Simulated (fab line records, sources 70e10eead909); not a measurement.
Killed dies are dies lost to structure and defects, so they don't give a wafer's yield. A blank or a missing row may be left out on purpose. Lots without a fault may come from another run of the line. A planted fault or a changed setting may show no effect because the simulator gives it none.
Chamber matching | flow nand_harc | NHARC_A_BONDPAD_DESCUM_11 on rie_diel-05: 4 sister chambers
The step chemistry O2, time 3 s. 16 wafers are shown with their chamber, then 8 later ones without.

WAFERS WITH THEIR CHAMBER
wafer  | chamber | showerhead_plenum_p_Torr (Torr) | throttle_valve_pct (%) | oes_product_au (a.u.)
L608.3 | 2       | 1.84                            | 11.319                 | 0.992
L608.5 | 2       | 1.84                            | 11.310                 | 0.987
L608.6 | 1       | 2.00                            | 11.306                 | 0.989
L610.3 | 1       | 2.00                            | 11.308                 | 0.996
L610.4 | 0       | 2.03                            | 11.295                 | 0.989
L610.6 | 3       | 1.92                            | 11.328                 | 1.005
L617.2 | 2       | 1.84                            | 11.313                 | 1.004
L617.5 | 2       | 1.83                            | 11.312                 | 1.013
L617.6 | 3       | 1.92                            | 11.313                 | 0.990
L622.2 | 1       | 2.00                            | 11.301                 | 1.016
L622.3 | 2       | 1.83                            | 11.324                 | 1.013
L622.4 | 3       | 1.92                            | 11.306                 | 0.992
L623.1 | 0       | 2.03                            | 11.297                 | 0.992
L623.3 | 2       | 1.83                            | 11.312                 | 1.008
L623.6 | 1       | 2.00                            | 11.298                 | 1.002
L624.4 | 1       | 2.00                            | 11.305                 | 1.001

SIGNATURES (means of the wafers above)
reading                  | chamber 0 | chamber 1 | chamber 2 | chamber 3 | scatter within a chamber
showerhead_plenum_p_Torr | 2.0300    | 2.0000    | 1.8350    | 1.9200    | 0.00354
throttle_valve_pct       | 11.29600  | 11.30360  | 11.31500  | 11.31567  | 0.00622
oes_product_au           | 0.99050   | 1.00080   | 1.00283   | 0.99567   | 0.00972
Rule: a wafer's distance from a chamber is the root of the sum, over the readings, of the square of ((its reading less the chamber's mean) divided by the reading's scatter). The wafer belongs to the nearest chamber; if the next one is less than 2 further off, it can't be placed. The scatter: the root of (the sum of the squares of (reading less its chamber's mean) over the shown wafers, divided by (wafers less chambers)).

WAFERS WITHOUT THEIR CHAMBER
wafer  | showerhead_plenum_p_Torr (Torr) | throttle_valve_pct (%) | oes_product_au (a.u.)
L624.5 | 1.92                            | 11.302                 | 0.982
L624.6 | 1.83                            | 11.317                 | 0.995
L626.1 | 2.00                            | 11.326                 | 1.000
L626.3 | 1.92                            | 11.302                 | 0.985
L626.4 | 1.83                            | 11.298                 | 1.005
L627.1 | 1.83                            | 11.315                 | 1.010
L627.3 | 1.91                            | 11.305                 | 0.973
L627.5 | 2.03                            | 11.319                 | 0.996

WHICH CHAMBER EACH WENT THROUGH
wafer  | from the rows above | in truth
L624.5 | 3                   | 3
L624.6 | 2                   | 2
L626.1 | 1                   | 1
L626.3 | 3                   | 3
L626.4 | 2                   | 2
L627.1 | 2                   | 2
L627.3 | 3                   | 3
L627.5 | 0                   | 0
Placed correctly: 8 of 8. Can't be placed from these rows: 0. Placed wrongly: 0.
